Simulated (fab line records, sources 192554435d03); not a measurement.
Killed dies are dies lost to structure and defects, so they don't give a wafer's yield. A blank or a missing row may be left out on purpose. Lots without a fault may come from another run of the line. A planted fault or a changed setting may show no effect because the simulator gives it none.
fab line records | flow n5_finfet | part 1 of 2: steps 1 to 4 of 6
record lots=22 wafers=66 last_day=19
route steps=1938 shown BEOL_M14@1730 BEOL_M15@1795 MIM_BOT@1833
lots that met no fault: from a run of the same line without faults
start_h: hours from the record's first day to the start of the lot's first wafer shown | wait_h: hours since the lot's step before | " the same as in the row above | L1.1+2: a row that stands for several wafers | - no value, or no start given | * or withheld: withheld | < > ~ a bound
route shown NAME@n: a module of which the file shows steps, and the number in the route of the first | usual: mean/standard deviation of fault-free wafers | same: alike in all rows | chamber/n: place in a boat | sites: the reading at each site | _std_site: their standard deviation | _edge_site: outer sites' mean less inner sites' | radius_mm: how far each site lies from the wafer's centre | mask NAME#n: copy n | behind: the tool/chamber that last shaped the wafer | hold: why the lot was held/for how many hours/how that ended | device: the transistor (n, p or np) that didn't switch | end of line: the same wafers' tests at the end of the route | a step without rows: its recipe alone | killed: dies lost to structure and defects at the first sort, not the wafer's yield | map: a wafer's dies, x killed, . not, _ none there
set.NAME: the setting as run; set.NAME@STEP: as run at that earlier step | model.NAME: the simulator's own value behind a step, which no gauge read
steps of the route over a sample of lots; a table a step, a row a wafer
services: from which hour (start_h, from the record's first day; less than 0 if before it) a tool's chamber was out of use, for how many hours, and why
## steps
# step N5_BEOL_M14_ETCH_59
# recipe chemistry=N2/H2 target=BARC target_depth_a=890 overetch_a=267 time_s=67.9 ion_energy_ev=200 pressure_mtorr=30 source_w=840 bias_w=150 n2_flow_sccm=200 h2_flow_sccm=200
# usual bias_w=150.0/0.44 drypump_motor_current_A=5.9/0.48 oes_product_au=0.68/0.063 rf_fwd_power_W=832/3 rf_vpp_V=522.4/2.7 showerhead_plenum_p_Torr=2.49/0.094 throttle_valve_pct=17.82/0.19
# columns lot.wafer tool chamber start_h wait_h bias_w drypump_motor_current_A oes_product_au rf_fwd_power_W rf_hours_counter_h rf_vpp_V showerhead_plenum_p_Torr throttle_valve_pct
L074.1 rie_diel-01 3 265.34 0.0 150.4 5.1 0.63 835 190 517.2 2.31 17.59
L074.4 " 0 " " 149.3 6.2 0.64 829 170 519.3 2.42 17.92
L074.6 " 2 " " 150.0 5.4 0.59 827 - 524.7 2.61 18.03
L075.1 rie_diel-01 3 267.86 0.0 150.5 5.1 0.63 837 191 517.5 2.31 17.58
L075.2 " 1 " " 149.3 6.5 0.68 830 77 523.1 2.49 17.67
L075.6 " 1 " " 149.3 6.5 0.68 831 - 521.7 2.49 17.69
L078.2 rie_diel-05 3 318.00 0.0 149.9 5.5 0.73 833 42 520.7 2.47 17.43
L078.3 " 2 " " 150.1 5.7 0.60 831 229 526.5 2.62 18.11
L078.6 " 0 " " 149.4 5.4 0.69 832 - 524.6 2.56 17.78
L077.4 rie_diel-03 2 322.50 0.0 150.1 6.7 0.68 836 99 524.6 2.56 17.97
L077.5 " 3 " " 150.0 5.6 0.78 832 - 524.4 2.60 18.02
L077.6 " 2 " " 150.1 6.7 0.67 836 - 523.9 2.56 17.99
L080.2 rie_diel-05 3 345.48 0.0 150.8 5.6 0.73 834 53 522.3 2.46 17.42
L080.4 " 1 " " 149.1 6.2 0.73 827 63 521.9 2.46 17.67
L080.5 " 2 " " 149.8 5.6 0.61 833 - 527.0 2.62 18.11
L079.1 rie_diel-01 2 345.92 0.0 149.7 5.4 0.85 832 1 526.4 2.60 17.72
L079.4 " 0 " " 150.5 6.2 0.63 830 - 521.1 2.41 17.97
L079.6 " 2 " " 148.8 5.4 0.86 833 - 523.4 2.60 17.70
L081.1 rie_diel-03 1 358.41 0.0 150.3 6.5 0.69 830 89 523.6 2.57 17.70
L081.2 " 3 " " 150.0 5.6 0.77 832 26 525.0 2.60 18.04
L081.6 " 0 " " 150.2 6.0 0.67 831 - 520.9 2.45 18.13
L083.2 rie_diel-01 1 369.53 0.0 150.3 6.4 0.65 834 106 520.6 2.47 17.73
L083.3 " 3 " " 150.1 5.1 0.62 836 226 517.0 2.29 17.66
L083.6 " 2 " " 149.8 5.4 0.81 831 - 526.1 2.60 17.72
L085.1 rie_diel-05 1 378.84 0.0 149.9 6.2 0.71 830 76 520.5 2.45 17.67
L085.4 " 0 " " 150.1 5.4 0.67 832 - 525.3 2.55 17.81
L085.6 " 1 " " 150.2 6.2 0.71 829 - 522.5 2.45 17.69
L087.1 rie_diel-01 0 383.46 0.0 149.8 6.2 0.61 831 215 520.4 2.40 18.00
L087.2 " 2 " " 150.5 5.4 0.79 824 19 525.9 2.60 17.74
L087.5 " 1 " " 149.8 6.5 0.65 836 - 522.5 2.47 17.75
L086.2 rie_diel-05 3 384.04 0.0 150.1 5.6 0.71 838 68 519.8 2.46 17.49
L086.4 " 1 " " 150.1 6.2 0.71 830 - 521.0 2.45 17.68
L086.5 " 3 " " 149.6 5.5 0.71 832 - 522.7 2.46 17.48
L089.2 rie_diel-03 0 387.28 0.0 149.5 6.0 0.66 832 130 521.8 2.45 18.16
L089.3 " 3 " " 149.7 5.6 0.75 830 37 525.5 2.60 18.06
L089.5 " 3 " " 150.1 5.6 0.76 831 - 524.8 2.60 18.07
L076.3 rie_diel-01 2 388.86 0.0 149.7 5.4 0.80 830 21 525.3 2.59 17.74
L076.4 " 3 " " 150.5 5.2 0.61 829 235 516.5 2.29 17.67
L076.6 " 0 " " 150.2 6.2 0.61 829 - 519.9 2.40 18.00
L090.2 rie_diel-03 2 396.41 0.0 150.2 6.7 0.65 837 122 523.8 2.55 18.02
L090.4 " 0 " " 149.7 6.0 0.66 831 133 520.5 2.45 18.15
L090.6 " 1 " " 150.5 6.5 0.67 833 - 524.9 2.56 17.73
L091.2 rie_diel-01 0 414.99 0.0 150.7 6.2 0.61 828 228 519.8 2.40 18.01
L091.5 " 0 " " 151.1 6.2 0.61 827 - 520.4 2.40 17.99
L091.6 " 1 " " 150.2 6.5 0.64 832 - 522.4 2.47 17.76
L088.2 rie_diel-05 1 417.60 0.0 149.5 6.2 0.70 830 92 522.6 2.45 17.71
L088.3 " 2 " " 150.7 5.6 0.78 834 10 525.7 2.61 17.73
L088.6 " 0 " " 149.2 5.4 0.66 829 - 523.2 2.55 17.84
L092.1 rie_diel-05 2 420.47 0.0 149.8 5.7 0.77 830 11 525.2 2.61 17.73
L092.2 " 3 " " 150.4 5.5 0.69 839 79 521.7 2.45 17.50
L092.4 " 0 " " 149.8 5.4 0.66 833 129 524.2 2.55 17.87
L095.2 rie_diel-05 2 421.19 0.0 150.9 5.7 0.78 833 11 525.2 2.61 17.74
L095.5 " 2 " " 150.1 5.6 0.78 831 - 526.1 2.61 17.73
L095.6 " 3 " " 150.5 5.5 0.70 830 - 521.6 2.45 17.48
L093.2 rie_diel-01 1 427.85 0.0 150.5 6.4 0.64 831 130 521.9 2.46 17.75
L093.4 " 1 " " 149.8 6.5 0.64 833 - 521.2 2.46 17.78
L093.6 " 3 " " 149.6 5.1 0.60 835 - 515.9 2.28 17.70
L096.2 rie_diel-03 2 430.33 0.0 149.7 6.8 0.66 837 133 524.3 2.55 18.05
L096.5 " 3 " " 150.5 5.6 0.73 833 - 524.6 2.59 18.10
L096.6 " 2 " " 149.6 6.7 0.65 836 - 524.4 2.55 18.03
L094.1 rie_diel-01 2 430.91 0.0 149.8 5.4 0.76 830 37 525.8 2.59 17.78
L094.3 " 1 " " 149.3 6.5 0.64 831 132 520.7 2.46 17.76
L094.4 " 2 " " 149.5 5.4 0.76 834 - 524.7 2.59 17.76
L097.1 rie_diel-01 1 435.63 0.0 149.7 6.5 0.64 832 134 521.6 2.46 17.77
L097.5 " 2 " " 150.5 5.4 0.76 832 - 526.0 2.59 17.78
L097.6 " 0 " " 150.5 6.2 0.61 826 - 518.9 2.39 18.03
# step N5_BEOL_M14_STRIP_63
# recipe chemistry=O2 power_w=600 temp_c=60 pressure_mtorr=30 rf_frequency_hz=6e+07 bias_power_w=0 overash_fraction=0.3 o2_flow_sccm=225
# usual drypump_motor_current_A=5.9/0.48 oes_product_au=0.80/0.078 rf_vpp_V=3.6/0.84 showerhead_plenum_p_Torr=2.05/0.073 throttle_valve_pct=16.63/0.2
# columns lot.wafer tool chamber start_h wait_h drypump_motor_current_A oes_product_au rf_hours_counter_h rf_vpp_V showerhead_plenum_p_Torr throttle_valve_pct
L074.1 rie_diel-01 3 - - 5.2 0.73 190 3.7 1.91 16.59
L074.4 " 0 " " 6.2 0.76 170 2.4 2.00 16.86
L074.6 " 2 " " 5.4 0.68 - 3.9 2.15 16.80
L075.1 rie_diel-01 3 - - 5.1 0.72 191 5.8 1.91 16.58
L075.2 " 1 " " 6.4 0.82 77 5.2 2.04 16.37
L075.6 " 1 " " 6.4 0.81 - 3.5 2.04 16.36
L078.2 rie_diel-05 3 - - 5.6 0.86 42 3.2 2.05 16.32
L078.3 " 2 " " 5.7 0.73 229 3.9 2.17 16.95
L078.6 " 0 " " 5.3 0.80 - 6.3 2.10 16.46
L077.4 rie_diel-03 2 - - 6.7 0.79 100 3.6 2.11 16.83
L077.5 " 3 " " 5.6 0.91 - 4.7 2.15 16.78
L077.6 " 2 " " 6.8 0.81 - 4.7 2.11 16.80
L080.2 rie_diel-05 3 - - 5.6 0.83 53 2.8 2.04 16.36
L080.4 " 1 " " 6.2 0.86 63 2.8 2.04 16.53
L080.5 " 2 " " 5.6 0.71 - 2.7 2.17 16.93
L079.1 rie_diel-01 2 - - 5.4 1.03 1 4.0 2.14 16.42
L079.4 " 0 " " 6.2 0.73 - 4.8 2.00 16.90
L079.6 " 2 " " 5.4 1.03 - 2.1 2.14 16.44
L081.1 rie_diel-03 1 - - 6.5 0.80 90 4.4 2.12 16.55
L081.2 " 3 " " 5.6 0.90 26 3.5 2.14 16.80
L081.6 " 0 " " 6.0 0.79 - 2.9 2.01 16.68
L083.2 rie_diel-01 1 - - 6.4 0.80 107 4.3 2.03 16.40
L083.3 " 3 " " 5.1 0.69 226 2.5 1.90 16.66
L083.6 " 2 " " 5.4 0.96 - 4.7 2.13 16.46
L085.1 rie_diel-05 1 - - 6.1 0.84 76 4.3 2.03 16.56
L085.4 " 0 " " 5.3 0.78 - 3.4 2.09 16.52
L085.6 " 1 " " 6.2 0.85 - 3.8 2.03 16.53
L087.1 rie_diel-01 0 - - 6.2 0.73 215 4.5 1.99 16.94
L087.2 " 2 " " 5.4 0.94 19 3.5 2.13 16.48
L087.5 " 1 " " 6.4 0.79 - 3.3 2.03 16.42
L086.2 rie_diel-05 3 - - 5.6 0.81 68 5.1 2.04 16.36
L086.4 " 1 " " 6.1 0.84 - 4.2 2.03 16.58
L086.5 " 3 " " 5.5 0.82 - 4.7 2.04 16.40
L089.2 rie_diel-03 0 - - 6.0 0.77 130 3.5 2.00 16.72
L089.3 " 3 " " 5.6 0.88 37 3.1 2.14 16.84
L089.5 " 3 " " 5.6 0.89 - 4.5 2.14 16.83
L076.3 rie_diel-01 2 - - 5.4 0.93 21 4.1 2.13 16.49
L076.4 " 3 " " 5.2 0.70 235 3.7 1.90 16.69
L076.6 " 0 " " 6.2 0.71 - 3.6 1.99 16.93
L090.2 rie_diel-03 2 - - 6.7 0.78 122 2.8 2.10 16.86
L090.4 " 0 " " 6.0 0.76 133 1.2 2.00 16.71
L090.6 " 1 " " 6.5 0.78 - 2.5 2.11 16.53
L091.2 rie_diel-01 0 - - 6.2 0.72 228 3.8 1.99 16.95
L091.5 " 0 " " 6.2 0.71 - 3.5 1.98 16.97
L091.6 " 1 " " 6.4 0.75 - 2.7 2.03 16.43
L088.2 rie_diel-05 1 - - 6.2 0.84 92 3.6 2.03 16.59
L088.3 " 2 " " 5.6 0.91 10 3.2 2.16 16.55
L088.6 " 0 " " 5.3 0.77 - 2.0 2.08 16.56
L092.1 rie_diel-05 2 - - 5.6 0.92 11 3.4 2.16 16.57
L092.2 " 3 " " 5.5 0.79 79 3.7 2.04 16.39
L092.4 " 0 " " 5.4 0.77 129 3.5 2.08 16.57
L095.2 rie_diel-05 2 - - 5.6 0.90 11 4.5 2.16 16.51
L095.5 " 2 " " 5.6 0.90 - 5.1 2.16 16.52
L095.6 " 3 " " 5.6 0.81 - 2.7 2.04 16.40
L093.2 rie_diel-01 1 - - 6.4 0.75 131 3.1 2.03 16.46
L093.4 " 1 " " 6.4 0.75 - 2.8 2.02 16.45
L093.6 " 3 " " 5.1 0.69 - 4.4 1.89 16.69
L096.2 rie_diel-03 2 - - 6.7 0.76 134 3.6 2.10 16.89
L096.5 " 3 " " 5.6 0.85 - 2.9 2.13 16.88
L096.6 " 2 " " 6.7 0.76 - 3.2 2.10 16.89
L094.1 rie_diel-01 2 - - 5.4 0.89 37 4.8 2.13 16.51
L094.3 " 1 " " 6.4 0.76 132 3.5 2.02 16.47
L094.4 " 2 " " 5.4 0.90 - 3.0 2.12 16.53
L097.1 rie_diel-01 1 - - 6.5 0.75 134 3.7 2.02 16.48
L097.5 " 2 " " 5.4 0.89 - 3.5 2.13 16.50
L097.6 " 0 " " 6.3 0.70 - 3.0 1.98 16.98
# step N5_BEOL_M15_ETCH_57
# recipe chemistry=N2/H2 target=SOC source_w=3000 bias_w=350 time_s=750 ion_energy_ev=200 pressure_mtorr=30 n2_flow_sccm=200 h2_flow_sccm=200
# usual bias_w=350.1/1.1 drypump_motor_current_A=5.6/0.35 oes_product_au=0.83/0.11 rf_fwd_power_W=2999/9.2 rf_vpp_V=523.4/2.7 showerhead_plenum_p_Torr=2.53/0.094 throttle_valve_pct=17.71/0.24
# columns lot.wafer tool chamber start_h wait_h bias_w drypump_motor_current_A oes_product_au rf_fwd_power_W rf_hours_counter_h rf_vpp_V showerhead_plenum_p_Torr throttle_valve_pct
L074.1 rie_diel-06 3 271.30 - 351.2 5.4 0.72 2998 194 520.4 2.42 18.08
L074.4 " 2 " " 350.2 5.2 0.70 3006 231 524.9 2.63 17.96
L074.6 " 1 " " 350.4 5.7 0.72 2990 - 518.8 2.40 17.63
L075.1 rie_diel-06 0 272.43 - 348.3 4.9 0.84 3005 49 522.5 2.48 17.54
L075.2 " 3 " " 351.2 5.3 0.73 2994 194 520.4 2.42 18.08
L075.6 " 3 " " 350.9 5.3 0.72 2995 - 520.5 2.42 18.07
L078.2 rie_diel-06 1 323.60 - 350.5 5.7 0.70 2997 238 520.4 2.39 17.64
L078.3 " 2 " " 349.5 5.2 0.68 3001 250 525.0 2.62 17.97
L078.6 " 3 " " 351.2 5.4 0.70 3002 - 520.1 2.41 18.11
L077.4 rie_diel-04 1 329.03 - 349.6 6.3 0.91 3007 17 529.2 2.71 17.70
L077.5 " 3 " " 348.5 5.7 0.99 2994 - 520.0 2.50 17.58
L077.6 " 2 " " 351.1 5.3 0.69 3008 - 525.6 2.64 18.09
L080.2 rie_diel-04 0 350.82 - 348.0 5.8 0.85 3018 69 520.5 2.48 17.59
L080.4 " 2 " " 352.1 5.2 0.69 3003 216 526.8 2.64 18.09
L080.5 " 2 " " 349.2 5.2 0.69 3012 - 525.7 2.64 18.12
L079.1 rie_diel-02 1 350.96 - 349.1 6.1 0.69 2981 208 521.7 2.42 17.62
L079.4 " 3 " " 350.9 5.7 0.70 3010 246 523.7 2.50 18.13
L079.6 " 3 " " 351.0 5.7 0.70 2999 - 522.9 2.50 18.14
L081.1 rie_diel-02 0 364.21 - 347.9 5.4 0.91 3003 29 525.7 2.58 17.60
L081.2 " 1 " " 350.7 6.0 0.69 2995 211 519.9 2.42 17.64
L081.6 " 1 " " 350.5 6.0 0.69 2984 - 519.9 2.42 17.62
L083.2 rie_diel-04 0 377.75 - 351.2 5.8 0.83 3001 78 521.5 2.48 17.60
L083.3 " 1 " " 349.1 6.3 0.89 2995 33 528.4 2.71 17.73
L083.6 " 0 " " 350.8 5.8 0.83 2995 - 522.3 2.48 17.60
L085.1 rie_diel-06 3 384.62 - 350.4 5.3 0.69 2994 234 520.3 2.41 18.14
L085.4 " 1 " " 351.0 5.7 0.95 3005 7 529.2 2.70 17.22
L085.6 " 3 " " 349.9 5.3 0.69 2994 - 520.2 2.41 18.15
L087.1 rie_diel-04 1 388.55 - 350.1 6.3 0.88 2997 37 528.2 2.71 17.74
L087.2 " 3 " " 348.7 5.7 0.91 2996 21 521.5 2.49 17.61
L087.5 " 1 " " 350.8 6.3 0.87 2993 - 528.3 2.71 17.73
L086.2 rie_diel-02 1 391.64 - 349.5 6.1 0.68 2998 223 518.9 2.41 17.63
L086.4 " 3 " " 351.2 5.7 1.02 3006 3 521.8 2.50 17.73
L086.5 " 3 " " 351.7 5.7 1.02 2993 - 523.3 2.49 17.73
L089.2 rie_diel-02 1 393.12 - 351.1 6.0 0.68 2996 223 519.6 2.42 17.65
L089.3 " 3 " " 350.2 5.7 1.01 2988 4 522.3 2.49 17.74
L089.5 " 0 " " 349.4 5.4 0.89 3003 - 526.4 2.57 17.64
L076.3 rie_diel-02 1 397.40 - 350.9 6.1 0.68 3015 225 520.4 2.41 17.63
L076.4 " 2 " " 349.9 5.5 0.94 2971 21 522.4 2.50 17.39
L076.6 " 0 " " 352.6 5.4 0.89 2992 - 525.0 2.57 17.63
L090.2 rie_diel-04 0 404.38 - 349.6 5.8 0.83 3012 87 520.7 2.47 17.62
L090.4 " 3 " " 350.8 5.7 0.92 3009 26 523.7 2.49 17.63
L090.6 " 1 " " 348.6 6.2 0.87 3002 - 527.5 2.70 17.74
L091.2 rie_diel-06 3 421.33 - 349.8 5.4 0.68 2997 248 520.6 2.40 18.19
L091.5 " 3 " " 350.5 5.4 0.68 3007 - 520.5 2.40 18.17
L091.6 " 2 " " 350.6 5.2 0.93 3005 - 526.7 2.61 17.59
L088.2 rie_diel-04 2 427.26 - 348.0 5.2 0.67 3000 243 525.6 2.63 18.16
L088.3 " 0 " " 350.3 5.8 0.81 2997 95 519.4 2.47 17.64
L088.6 " 2 " " 350.9 5.3 0.66 3006 - 526.2 2.63 18.15
L092.1 rie_diel-02 1 428.07 - 350.3 6.0 0.68 2995 233 519.1 2.41 17.67
L092.2 " 2 " " 349.6 5.5 0.92 2977 29 521.1 2.49 17.40
L092.4 " 0 " " 350.7 5.4 0.87 2996 51 525.5 2.57 17.66
L095.2 rie_diel-06 1 428.73 - 350.7 5.7 0.92 3009 18 528.8 2.70 17.25
L095.5 " 3 " " 351.0 5.3 0.69 2999 - 520.9 2.40 18.18
L095.6 " 0 " " 349.1 4.9 0.77 3018 - 521.3 2.46 17.62
L093.2 rie_diel-02 2 435.31 - 350.2 5.5 0.91 3009 31 523.3 2.49 17.41
L093.4 " 3 " " 350.3 5.7 0.97 2996 16 524.0 2.49 17.77
L093.6 " 3 " " 350.5 5.7 0.97 2997 - 522.4 2.49 17.75
L096.2 rie_diel-06 2 435.69 - 349.8 5.2 0.90 3009 31 525.8 2.61 17.61
L096.5 " 0 " " 350.1 4.9 0.77 3000 - 520.4 2.46 17.63
L096.6 " 2 " " 350.8 5.2 0.92 2996 - 524.8 2.61 17.61
L094.1 rie_diel-02 2 440.01 - 351.1 5.5 0.91 3013 34 523.0 2.49 17.41
L094.3 " 1 " " 351.1 6.1 0.67 3000 237 519.9 2.41 17.66
L094.4 " 3 " " 350.0 5.7 0.96 2989 19 522.0 2.49 17.75
L097.1 rie_diel-04 3 442.60 - 351.7 5.6 0.89 3002 38 523.6 2.48 17.66
L097.5 " 3 " " 349.2 5.6 0.89 2979 - 521.9 2.48 17.65
L097.6 " 2 " " 351.5 5.3 0.66 2991 - 525.4 2.63 18.14
# step N5_BEOL_M15_DEGAS_41
# recipe ambient=vacuum temp_c=300 time_s=60
# usual heater_power_w=452/34
# columns lot.wafer tool chamber start_h wait_h heater_power_w
L074.1 pvd_sputter-01 - 276.31 0.4 451
L074.4 " - " " 419
L074.6 " - " " 490
L075.1 pvd_sputter-02 - 276.77 0.4 448
L075.2 " - " " 408
L075.6 " - " " 460
L078.2 pvd_sputter-01 - 326.23 0.1 502
L078.3 " - " " 458
L078.6 " - " " 506
L077.4 pvd_sputter-02 - 330.66 0.1 456
L077.5 " - " " 457
L077.6 " - " " 437
L080.2 pvd_sputter-01 - 356.68 0.2 446
L080.4 " - " " 482
L080.5 " - " " 421
L079.1 pvd_sputter-02 - 357.33 0.1 465
L079.4 " - " " 450
L079.6 " - " " 432
L081.1 pvd_sputter-01 - 366.75 0.2 417
L081.2 " - " " 512
L081.6 " - " " 507
L083.2 pvd_sputter-01 - 380.76 0.2 513
L083.3 " - " " 460
L083.6 " - " " 419
L085.1 pvd_sputter-02 - 388.66 0.3 453
L085.4 " - " " 411
L085.6 " - " " 464
L087.1 pvd_sputter-02 - 392.50 1.3 436
L087.2 " - " " 433
L087.5 " - " " 440
L086.2 pvd_sputter-01 - 394.46 0.3 454
L086.4 " - " " 472
L086.5 " - " " 510
L089.2 pvd_sputter-01 - 399.47 4.7 493
L089.3 " - " " 498
L089.5 " - " " 410
L076.3 pvd_sputter-01 - 400.39 0.2 506
L076.4 " - " " 451
L076.6 " - " " 418
L090.2 pvd_sputter-01 - 408.04 0.2 456
L090.4 " - " " 501
L090.6 " - " " 502
L091.2 pvd_sputter-02 - 425.25 0.3 451
L091.5 " - " " 436
L091.6 " - " " 446
L088.2 pvd_sputter-03 - 433.30 0.4 465
L088.3 " - " " 527
L088.6 " - " " 469
L093.2 pvd_sputter-02 - 439.14 0.4 457
L093.4 " - " " 438
L093.6 " - " " 471
L092.1 pvd_sputter-03 - 439.14 0.3 435
L092.2 " - " " 521
L092.4 " - " " 410
L095.2 pvd_sputter-02 - 439.54 0.2 445
L095.5 " - " " 443
L095.6 " - " " 437
L096.2 pvd_sputter-03 - 439.58 0.2 477
L096.5 " - " " 401
L096.6 " - " " 475
L094.1 pvd_sputter-03 - 442.62 0.7 523
L094.3 " - " " 438
L094.4 " - " " 405
L097.1 pvd_sputter-02 - 446.36 0.2 451
L097.5 " - " " 447
L097.6 " - " " 395
